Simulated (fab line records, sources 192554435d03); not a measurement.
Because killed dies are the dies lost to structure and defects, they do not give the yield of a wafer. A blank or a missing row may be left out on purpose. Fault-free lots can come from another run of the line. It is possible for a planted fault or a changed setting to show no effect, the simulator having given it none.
What tool caused it? -- flow n5Finfet -- 23 lots, 69 wafers sampled, at 2 steps of a route of 1938

## WHAT THE GAUGES READ, wafer by wafer
N5_DUMMY_GATE_THK_MEAS_05. Usual: thkNm 71.4 nm, standard deviation 1.2.
lot,measured,on,thkNm (nm),flag
L075,day 2 23:49,filmMetro-01,70.0 70.4 70.0,
L076,day 3 06:38,filmMetro-02,73.2 71.1 71.2,
L077,day 3 12:38,filmMetro-01,71.3 72.4 71.8,
L078,day 3 20:28,filmMetro-02,72.0 69.8 72.3,
L079,day 3 23:20,filmMetro-02,69.5 70.1 72.2,
L080,day 4 05:14,filmMetro-01,72.8 71.6 71.7,
L081,day 4 11:12,filmMetro-01,69.2 71.0 71.6,
L082,day 4 16:42,filmMetro-02,73.5 73.5 73.0,
L083,day 4 23:28,filmMetro-02,72.0 71.9 72.9,
L084,day 5 04:56,filmMetro-02,72.1 72.5 74.2,
L085,day 5 12:25,filmMetro-02,70.5 71.1 72.6,
L086,day 6 00:16,filmMetro-02,70.7 71.1 72.6,
L087,day 6 03:55,filmMetro-02,72.2 70.6 71.9,
L088,day 6 07:33,filmMetro-01,69.6 71.7 71.4,
L089,day 6 11:20,filmMetro-02,70.8 71.2 69.8,
L090,day 6 22:48,filmMetro-02,71.3 70.7 70.4,
L091,day 7 02:27,filmMetro-02,72.0 70.7 72.3,
L092,day 7 06:06,filmMetro-02,72.4 73.1 70.1,
L093,day 7 13:31,filmMetro-01,70.0 70.0 71.0,
L094,day 7 17:22,filmMetro-02,70.1 70.4 71.6,
L095,day 8 00:35,filmMetro-01,70.0 69.7 72.6,
L096,day 8 05:03,filmMetro-01,69.4 71.8 70.1,
L097,day 8 18:20,filmMetro-01,73.9 73.7 74.0,

## TOOL THAT RAN EACH LOT (tool first, then ch and the chambers of the sampled wafers, then the start)
lot,N5_DUMMY_GATE_ALD_02
L075,"aldSin-02 ch 0,2, day 2 19:43"
L076,"aldSin-02 ch 0,2,3, day 3 02:34"
L077,"aldSin-01 ch 0,1,2, day 3 08:23"
L078,"aldSin-01 ch 1,2,3, day 3 16:23"
L079,"aldSin-01 ch 1,2,3, day 3 19:16"
L080,"aldSin-04 ch 1,3, day 4 01:09"
L081,"aldSin-04 ch 0,1,2, day 4 07:06"
L082,"aldSin-04 ch 0,1,2, day 4 12:36"
L083,"aldSin-01 ch 1,2, day 4 19:23"
L084,"aldSin-01 ch 0,2,3, day 5 00:51"
L085,"aldSin-02 ch 1,2,3, day 5 08:20"
L086,"aldSin-01 ch 0,2,3, day 5 13:27"
L087,"aldSin-04 ch 1,3, day 5 20:36"
L088,"aldSin-02 ch 0,1, day 6 02:22"
L089,"aldSin-01 ch 1,2,3, day 6 07:15"
L090,"aldSin-02 ch 0,2,3, day 6 15:28"
L091,"aldSin-01 ch 1,2,3, day 6 19:07"
L092,"aldSin-04 ch 0,3, day 6 23:44"
L093,"aldSin-04 ch 1,2,3, day 7 06:49"
L094,"aldSin-01 ch 2,3, day 7 13:08"
L095,"aldSin-02 ch 1,2,3, day 7 20:26"
L096,"aldSin-02 ch 0,1,2, day 8 00:58"
L097,"aldSin-04 ch 1,3, day 8 13:48"
- N5_DUMMY_GATE_ALD_02: deposits SiO2, target thk 2 nm, pulse time 1 s.

## WHAT THE TOOLS THEMSELVES READ (means of the sampled wafers that have a number; where no wafer has one, the mark that the record gives instead)
N5_DUMMY_GATE_ALD_02. Usual: chamberPressureTorr 2.000 Torr, standard deviation 0.004; heaterPowerW 474 W, standard deviation 59; precursorPulseHeightRel 0.998, standard deviation 0.021.
lot,tool,chamberPressureTorr (Torr),heaterPowerW (W),precursorPulseHeightRel,flag
L075,aldSin-02,2.002,474,0.997,
L076,aldSin-02,2.000,495,1.008,
L077,aldSin-01,2.001,472,1.009,
L078,aldSin-01,2.005,504,1.027,
L079,aldSin-01,2.001,503,0.989,
L080,aldSin-04,1.998,386,0.995,
L081,aldSin-04,2.003,492,0.993,
L082,aldSin-04,2.001,480,1.002,
L083,aldSin-01,1.999,514,0.996,
L084,aldSin-01,1.996,515,0.975,
L085,aldSin-02,2.005,444,1.001,
L086,aldSin-01,1.995,518,1.010,
L087,aldSin-04,1.999,393,1.005,
L088,aldSin-02,1.996,421,1.000,
L089,aldSin-01,1.997,508,0.984,
L090,aldSin-02,1.999,488,0.990,
L091,aldSin-01,2.001,503,0.996,
L092,aldSin-04,2.002,478,0.993,
L093,aldSin-04,1.998,443,1.000,
L094,aldSin-01,1.999,547,0.996,
L095,aldSin-02,1.999,452,0.998,
L096,aldSin-02,2.001,451,1.033,
L097,aldSin-04,1.998,415,0.980,

## THE ANSWER, worked out from the rows above alone
Rule: a lot is off if the mean of its wafers that have a number lies more than 3 standard deviations from the usual mean. A lot without any number at a reading at which 4 lots or more have one is off too. Where the step has rows for the other lots, those lots are counted as sound. First the gauges in route order, then the tools' own readings, where a lot's mean is used as printed above. At the first step where some lot is off, the reading lying furthest off is the one used; lots without a number count as furthest.
No lot is off at any reading shown: from this, nothing can be told.

## WHAT THE SIMULATOR HAD INSERTED
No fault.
